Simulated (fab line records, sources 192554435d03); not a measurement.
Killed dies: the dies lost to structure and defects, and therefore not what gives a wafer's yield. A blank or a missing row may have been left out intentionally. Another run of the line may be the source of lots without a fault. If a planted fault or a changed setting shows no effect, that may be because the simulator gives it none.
Matching of chambers | flow n5_finfet | N5_SD_EPI_P_ETCH_36 on rie_diel-02: 4 sister chambers
The step etches SiARC in CF4, target depth 45.5 nm, time 75.8 s. 14 wafers are shown with their chamber, then 7 later ones without.

## WAFERS PAIRED WITH THEIR CHAMBERS
wafer  | chamber | showerhead_plenum_p_Torr (Torr) | drypump_motor_current_A (A) | rf_vpp_V (V)
L981.1 | 3       | 2.10                            | 5.8                         | 182.9
L981.3 | 2       | 2.24                            | 6.0                         | 183.9
L981.5 | 3       | 2.09                            | 5.8                         | 182.6
L982.2 | 3       | 2.09                            | 5.8                         | 181.9
L982.3 | 1       | 2.20                            | 6.3                         | 184.6
L982.6 | 0       | 2.11                            | 5.7                         | 182.4
L986.1 | 3       | 2.09                            | 5.8                         | 183.7
L986.3 | 0       | 2.11                            | 5.7                         | 182.6
L986.5 | 2       | 2.24                            | 6.0                         | 185.3
L994.1 | 3       | 2.09                            | 5.8                         | 184.5
L994.4 | 0       | 2.10                            | 5.6                         | 183.2
L994.6 | 2       | 2.23                            | 6.0                         | 185.1
L998.1 | 0       | 2.10                            | 5.6                         | 183.2
L998.3 | 1       | 2.19                            | 6.4                         | 185.1

SIGNATURES, as means of the wafers listed above
reading                  | chamber 0 | chamber 1 | chamber 2 | chamber 3 | scatter within a chamber
showerhead_plenum_p_Torr | 2.1050    | 2.1950    | 2.2367    | 2.0920    | 0.00545
drypump_motor_current_A  | 5.650     | 6.350     | 6.000     | 5.800     | 0.0387
rf_vpp_V                 | 182.850   | 184.850   | 184.767   | 183.120   | 0.764
Rule: for each reading, subtract the chamber's mean from the wafer's reading, divide by that reading's scatter and square the result; add these up over the readings and take the root, which gives the wafer's distance from the chamber. The wafer belongs to the nearest chamber; if the next one is less than 2 further off, it can't be placed. The scatter is the square root of a quotient: the sum, over the shown wafers, of each reading's squared deviation from its chamber's mean, divided by wafers minus chambers.

## WAFERS WITH NO CHAMBER GIVEN
wafer  | showerhead_plenum_p_Torr (Torr) | drypump_motor_current_A (A) | rf_vpp_V (V)
L998.6 | 2.19                            | 6.3                         | 183.5
L999.1 | 2.19                            | 6.3                         | 184.9
L999.2 | 2.08                            | 5.8                         | 182.7
L999.6 | 2.08                            | 5.8                         | 183.2
L104.1 | 2.23                            | 6.0                         | 184.3
L104.2 | 2.10                            | 5.7                         | 183.8
L104.5 | 2.10                            | 5.7                         | 185.2

## WHICH CHAMBER EACH WENT THROUGH
wafer  | from the rows above     | in truth
L998.6 | 1                       | 1
L999.1 | 1                       | 1
L999.2 | 3                       | 3
L999.6 | 3                       | 3
L104.1 | 2                       | 2
L104.2 | can't be placed: 0 or 3 | 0
L104.5 | can't be placed: 0 or 3 | 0
Correctly placed: 5 of 7. Cannot be placed on the basis of these rows: 2; the candidates contain the true chamber in 2. Placed wrongly: 0.
